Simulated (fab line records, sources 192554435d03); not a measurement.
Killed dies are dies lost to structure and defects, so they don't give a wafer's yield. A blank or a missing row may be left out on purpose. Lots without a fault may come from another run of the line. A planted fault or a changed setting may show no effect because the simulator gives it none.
Chamber matching | flow n5_finfet | N5_MOL_CONTACT_COAG_ETCHBACK_136 on rie_diel-05: 4 sister chambers
The step etches SiO2 in CHF3, target depth 25 nm, time 16.7 s. 18 wafers are shown with their chamber, then 9 later ones without.

WAFERS WITH THEIR CHAMBER
wafer  | chamber | rf_vpp_V (V) | throttle_valve_pct (%) | showerhead_plenum_p_Torr (Torr)
L075.1 | 2       | 519          | 18.2                   | 2.40
L075.3 | 3       | 543          | 18.9                   | 2.44
L075.5 | 3       | 541          | 18.9                   | 2.44
L083.2 | 2       | 521          | 18.2                   | 2.39
L083.4 | 3       | 542          | 18.5                   | 2.43
L083.5 | 3       | 542          | 18.5                   | 2.43
L084.2 | 1       | 524          | 19.1                   | 2.24
L084.3 | 2       | 520          | 18.2                   | 2.39
L084.5 | 3       | 542          | 18.5                   | 2.43
L085.3 | 1       | 526          | 19.1                   | 2.24
L085.4 | 3       | 540          | 18.5                   | 2.43
L085.6 | 2       | 520          | 18.2                   | 2.39
L086.1 | 0       | 528          | 19.0                   | 2.27
L086.3 | 2       | 520          | 18.2                   | 2.39
L086.4 | 2       | 520          | 18.2                   | 2.39
L089.4 | 2       | 520          | 18.2                   | 2.38
L089.5 | 0       | 529          | 19.0                   | 2.27
L089.6 | 1       | 534          | 18.7                   | 2.52

SIGNATURES (means of the wafers above)
reading                  | chamber 0 | chamber 1 | chamber 2 | chamber 3 | scatter within a chamber
rf_vpp_V                 | 528.50    | 528.00    | 520.00    | 541.67    | 2.14
throttle_valve_pct       | 19.000    | 18.967    | 18.200    | 18.633    | 0.151
showerhead_plenum_p_Torr | 2.2700    | 2.3333    | 2.3900    | 2.4333    | 0.0613
Rule: a wafer's distance from a chamber is the root of the sum, over the readings, of the square of ((its reading less the chamber's mean) divided by the reading's scatter). The wafer belongs to the nearest chamber; if the next one is less than 2 further off, it can't be placed. The scatter: the root of (the sum of the squares of (reading less its chamber's mean) over the shown wafers, divided by (wafers less chambers)).

WAFERS WITHOUT THEIR CHAMBER
wafer  | rf_vpp_V (V) | throttle_valve_pct (%) | showerhead_plenum_p_Torr (Torr)
L093.2 | 542          | 18.6                   | 2.42
L093.4 | 535          | 18.7                   | 2.52
L093.5 | 537          | 18.7                   | 2.55
L095.1 | 540          | 18.6                   | 2.42
L095.3 | 534          | 18.7                   | 2.52
L095.4 | 518          | 18.2                   | 2.38
L096.1 | 541          | 18.6                   | 2.42
L096.3 | 521          | 18.2                   | 2.38
L096.4 | 534          | 18.7                   | 2.51

WHICH CHAMBER EACH WENT THROUGH
wafer  | from the rows above          | in truth
L093.2 | 3                            | 3
L093.4 | can't be placed: 3 or 1      | 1
L093.5 | 3                            | 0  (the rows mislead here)
L095.1 | 3                            | 3
L095.3 | can't be placed: 3 or 1 or 0 | 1
L095.4 | 2                            | 2
L096.1 | 3                            | 3
L096.3 | 2                            | 2
L096.4 | can't be placed: 3 or 1 or 0 | 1
Placed correctly: 5 of 9. Can't be placed from these rows: 3 (the true chamber is among the candidates in 3). Placed wrongly: 1.
